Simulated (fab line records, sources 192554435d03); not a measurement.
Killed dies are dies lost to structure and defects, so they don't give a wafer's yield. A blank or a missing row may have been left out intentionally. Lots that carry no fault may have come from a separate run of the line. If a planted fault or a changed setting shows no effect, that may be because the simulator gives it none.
Struck lot and sound lot, side by side / flow n5 finfet / 37 out of 1938 route steps
Sound: wafers L732.2, L732.3, L732.5. Struck: wafer L738.6. The cause is named last.
At each step with rows: each side's tool, then ch and its chambers, then its first start. Under that, the readings that differ: sound wafers / struck wafers / difference of the means / sigmas: that difference in standard deviations of wafers without a fault.
alike: same words and numbers on both sides, and readings whose means sit less than 2 such deviations apart. not compared: any withheld reading, any reading some wafer has no value for, any bound like >300 that may hide the same value, and any number with overlapping values for which the record gives no deviation.
Wherever a step has rows on one side only, a row that says differs or no value, or a row with sigmas, the two part there. Numbers that have no deviation but don't overlap get no sigmas and don't part them. A reading that every wafer of one side lacks parts them only if that side has two wafers or more.

first, 9 steps without rows for these wafers: N5_BEOL_M8_DESCUM_33 (chemistry O2, time 7 s); N5_BEOL_M8_ETCH_72 (etches underlayer in N2/H2, target depth 6.5 nm, time 5.2 s); N5_BEOL_M8_ETCH_65 (etches SiARC in CF4, target depth 15.6 nm, time 26 s); N5_BEOL_M8_ETCH_66 (etches SOC in N2/H2, target depth 80 nm, overetch 16 nm, time 120 s); N5_BEOL_M8_STRIP_69 (strips in N2/H2); N5_BEOL_M8_STRIP_73 (strips in N2/H2); N5_BEOL_M8_VIA_ETCH_34 (etches SiCOH lowk in C4F6/O2, target depth 125.5 nm, time 50.5 s); N5_BEOL_M8_STRIP_76 (strips in C4F6/O2); N5_BEOL_M8_STRIP_36 (strips in N2/H2).
N5_BEOL_M8_TRENCH_ETCH_37: etches SiCOH lowk in C4F6/O2, target depth 93.478 nm, time 31.2 s.
  sound on rie diel-02 ch 0,1,2, day 11 21:01; struck on rie diel-02 ch 0, day 14 02:35
reading=chamber pressure mTorr (mTorr); sound=30.044 29.998 29.983; struck=29.952; difference=-0.056; sigmas=-2
reading=run length s (s); sound=54.3 53.7 54.7; struck=61.5; difference=+7.3; sigmas=+14
reading=model.BEOL_M8.feature depth nm (nm); sound=95.8 91.8 94.8; struck=115.4; difference=+21.3; sigmas=
reading=model.etch.depth nm (nm); sound=95.78 91.86 94.74; struck=115.5; difference=+21.4; sigmas=
reading=model.TiN_of_BEOL_M8_HM_DEP_02.thk nm (nm); sound=17.8 18.2 18; struck=17.2; difference=-0.8; sigmas=
  alike: drypump motor current A, oes product au, rf vpp V, showerhead plenum p Torr, throttle valve pct
  not compared: rf hours counter h
then, 2 steps without rows for these wafers: N5_BEOL_M8_ETCH_41 (etches SiCN in CH3F/O2, target depth 31.9 nm, time 57.8 s); N5_BEOL_M8_STRIP_80 (strips in N2/H2, time 10 s).
N5_BEOL_M8_OCD_MEAS_38:
  sound on ocd-01 at day 11 21:11; struck on ocd-01 at day 14 02:44
reading=trench depth nm (nm); sound=95.4 91.7 95.0; struck=115.5; difference=+21.5; sigmas=+17
then, 13 steps without rows for these wafers: N5_BEOL_M8_HM_STRIP_39 (strips TiN in peroxide tin strip, target depth 25 nm, time 158 s); N5_BEOL_M8_SRD_40 (time 30 s); N5_BEOL_M8_PRECLEAN_42 (cleans in residue remover, time 60 s); N5_BEOL_M8_SRD_43 (time 30 s); N5_BEOL_M8_CURE_75 (cures SiCOH lowk, time 120 s); N5_BEOL_M8_DEGAS_44 (time 60 s); N5_BEOL_M8_PRE_CLEAN_45 (time 30 s); N5_BEOL_M8_ALD_77 (deposits TaN, target thk 2 nm, pulse time 2 s, purge time 3 s); N5_BEOL_M8_SURFACE_TREAT_79; N5_BEOL_M8_CVD_78 (deposits Co from CCTBA/H2, target thk 2 nm, time 142.3 s); N5_BEOL_M8_SPUTTER_48 (material Cu, target thk 10 nm, time 1.667 s); N5_BEOL_M8_ECD_50 (material Cu, target thk 300 nm); N5_BEOL_M8_ANNEAL_51 (time 90 s).
N5_BEOL_M8_CMP_52: polishes, stops on SiCOH lowk, t overpolish 6.9 s, target thk 80 nm.
  sound on cmp-04 ch 0,2,3, day 11 23:43; struck on cmp-03 ch 1, day 14 05:07
reading=clearing platen down force psi (psi); sound=1.499 1.500 1.501; struck=1.493; difference=-0.007; sigmas=-2
reading=time to endpoint s (s); sound=66.4 62.3 66.0; struck=58.4; difference=-6.5; sigmas=-2
reading=model.Cu_of_BEOL_M8_ECD_50.thk nm (nm); sound=84.2 77.6 82.6; struck=101.6; difference=+20.1; sigmas=
  alike: barrier field endpoint s, motor current A, overpolish run s
N5_BEOL_M8_THK_MEAS_53: measures by xrf.
  sound on film metro-02 at day 11 23:56; struck on film metro-02 at day 14 05:14
reading=M8_THK (nm); sound=84.3 77.5 82.0; struck=100.6; difference=+19.3; sigmas=+11
then, 2 steps without rows for these wafers: N5_BEOL_M8_PRE_CLEAN_55 (time 15 s); N5_BEOL_M8_DEP_56 (deposits SiCN from 3MS/NH3, target thk 10 nm, time 17.5 s).
N5_BEOL_M8_RS_MEAS_57: measures by four-point-probe.
  sound on film metro-01 at day 12 00:04; struck on film metro-02 at day 14 05:22
reading=M8_RS (ohm/sq); sound=0.269 0.296 0.275; struck=0.217; difference=-0.063; sigmas=-9
then, 5 steps without rows for these wafers: N5_BEOL_M9_ILD_DEP_00 (deposits SiCOH lowk from DEMS/porogen, target thk 308.51 nm, time 58 s); N5_BEOL_M9_CURE_71 (cures SiCOH lowk, time 240 s); N5_BEOL_M9_PECVD_70 (deposits SiO2 from TEOS/O2, target thk 20 nm, time 22.7 s); N5_BEOL_M9_HM_DEP_02 (deposits TiN, target thk 20 nm); N5_BEOL_M9_COAT_59 (time 60 s, resist thk 100 nm).
-- record jumps: 2 days separate the struck wafers' starts on either side; left off in module BEOL_M9, taken up again in module BEOL_M15, whose first shown step is the route's number 1830 --
N5_BEOL_M15_RC_MEAS_101:
  sound on prober-01 ch 0, day 14 06:06; struck on prober-02 ch 0, day 16 12:56
reading=COMB_M14 (S/m); sound=3.6e-12 2.7e-12 3.6e-12; struck=5.2e-12; difference=+1.9e-12; sigmas=+2
reading=COMB_M14_max_site (S/m); sound=4.4e-12 3.8e-12 4.1e-12; struck=8.6e-12; difference=+4.5e-12; sigmas=+4
reading=SERP_M10 (ohm/um); sound=3.05 3.03 3.07; struck=2.91; difference=-0.14; sigmas=-2
reading=SERP_M8 (ohm/um); sound=13.4 14.2 13.6; struck=10.9; difference=-2.8; sigmas=-7
reading=SERP_M8_max_site (ohm/um); sound=13.6 14.6 14.2; struck=11.2; difference=-2.9; sigmas=-6
  alike: COMB_M10, COMB_M10_max_site, COMB_M11, COMB_M12, COMB_M13, COMB_M15, COMB_M5, COMB_M5_max_site, COMB_M6, COMB_M7, COMB_M9, SERP_M11, SERP_M12, SERP_M13, SERP_M14, SERP_M5, SERP_M6, SERP_M7, SERP_M9

WHERE THEY PART
At N5_BEOL_M8_TRENCH_ETCH_37 first; at N5_BEOL_M15_RC_MEAS_101 last (within this record only).

WHY: what the simulator had put in
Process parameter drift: rie diel-02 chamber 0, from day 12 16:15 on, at N5_BEOL_M8_TRENCH_ETCH_37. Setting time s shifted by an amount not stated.
